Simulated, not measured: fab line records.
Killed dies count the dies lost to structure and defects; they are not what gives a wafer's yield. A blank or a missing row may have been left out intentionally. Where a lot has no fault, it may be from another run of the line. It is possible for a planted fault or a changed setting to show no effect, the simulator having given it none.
Problem report in the 8D (eight disciplines) form, filled by code -- flow nand-harc -- the parts of the form that need people (team, actions taken, sign-off) are left out

1. WHAT WENT WRONG
Wafers with no fault read 24 with a standard deviation of 7.4, whereas killed-at-array at NHARC_END_SORT_01 reads a mean of 658 on 1 wafer of 1 lot. Measured from the usual mean, that is +86 standard deviations.
Earliest sighting: wafer L101.2 on prober-02 at day 23 19:01. The record holds 3 wafers of 1 lot with a number at this step. By rule, "out" or "out of limits" means more than 4 standard deviations away from the usual mean. Any other wafer with a number is counted as sound.

2. WHAT IT IS AND WHAT IT IS NOT
question,is,is not
which readings at this step,"killed-at-array, killed-dies","killed-at-other, killed-open, killed-short"
which lots,L101,-
which wafers of those lots,L101.2,"L101.3, L101.6"
read on which gauges,prober-02,-
when,from day 23 19:01,up to then (0 sound wafers); but 2 sound wafers of L101 came after

3. SUSPECTS, AND WHAT RULES EACH OUT
Counting: if a tool at a process step up to the reading ran every lot that is out, it stays a suspect. Sound lots after the first of them don't rule it out here, since some wafers of a struck lot are sound.
- ruled out: the gauge at NHARC_END_SORT_01. All the wafers that are out were read on prober-02, but those of them that NHARC_A_CONTACT_ETCH_96 has rows for are out there too, on other tools.
- har-cap-etch-03 at NHARC_A_CONTACT_ETCH_118 (etches the open film in C4F8/O2/Ar, time 94 s, target depth 922 nm): kept. It ran the lot that is out, L101 (day 20 16:22).
- rie-diel-01 at NHARC_A_CONTACT_ETCH_96 (etches the open film in C4F6/O2, target depth 20 nm, time 10 s): kept. It ran the lot that is out, L101 (day 20 17:35). Its own run-length-s readings are out on those wafers.
- rie-diel-11 at NHARC_A_CONTACT_ETCH_102 (etches the open film in CF4/O2, target depth 70 nm, overetch 7 nm, time 38.5 s): kept. It ran the lot that is out, L101 (day 20 18:01).
- rie-diel-11 at NHARC_A_CONTACT_STRIP_55 (strips in O2): kept. It ran the lot that is out, L101 (day 23 19:01). NHARC_A_CONTACT_STRIP_55 gives no start for some lots, so the hours and the order of its lots are those of NHARC_END_SORT_01.
- In rie-diel-01 at NHARC_A_CONTACT_ETCH_96, the wafers that are out were processed in chamber 0 and their sound lot-mates in chambers 1, 2.
- In rie-diel-11 at NHARC_A_CONTACT_STRIP_55, the wafers that are out were processed in chamber 0 and their sound lot-mates in chambers 1, 2.
Left after counting: har-cap-etch-03 at NHARC_A_CONTACT_ETCH_118, rie-diel-01 at NHARC_A_CONTACT_ETCH_96, rie-diel-11 at NHARC_A_CONTACT_ETCH_102, rie-diel-11 at NHARC_A_CONTACT_STRIP_55.

4. THE CAUSE (what the simulator had put in)
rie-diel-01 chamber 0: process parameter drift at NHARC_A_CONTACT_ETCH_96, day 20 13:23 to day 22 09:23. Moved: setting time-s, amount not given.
Of the 4 suspects that counting leaves, this tool is one.

5. SEQUENCE OF EFFECTS, ordered by route
One row per reading whose mean, taken over the struck wafers that have a number, lies over 3 standard deviations from the usual. Readings are gone through only where the record gives a usual standard deviation; hours: the median, over the lots, of the time from a lot's start at the first step in this table giving one to that lot's start at this step; sigmas: the change measured in usual standard deviations.
hours,step,reading,usual,on struck wafers,change,sigmas
0,NHARC_A_CONTACT_ETCH_96,run-length-s,31.0 s,28.0,-3.0,-7.5
73,NHARC_END_SORT_01,killed-at-array,24,658,+634,+86
73,NHARC_END_SORT_01,killed-dies,28,667,+639,+80
The process steps in it:
- NHARC_A_CONTACT_ETCH_96: etches the open film in C4F6/O2, target depth 20 nm, time 10 s.

6. HOW IT WOULD HAVE BEEN CAUGHT EARLIER
In this record the first reading out of limits at a measuring or inspecting step was taken at day 23 19:01, 78 hours after the fault began at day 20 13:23.
Tool's own readings at NHARC_A_CONTACT_ETCH_96, run-length-s: out on all struck wafers the step has rows for; an alarm limit on them would have tripped on the first.
By day 23 19:01, every lot that is out (1) had started NHARC_A_CONTACT_ETCH_96 on rie-diel-01. Had the tool been put on hold then, not one of them would have been saved.
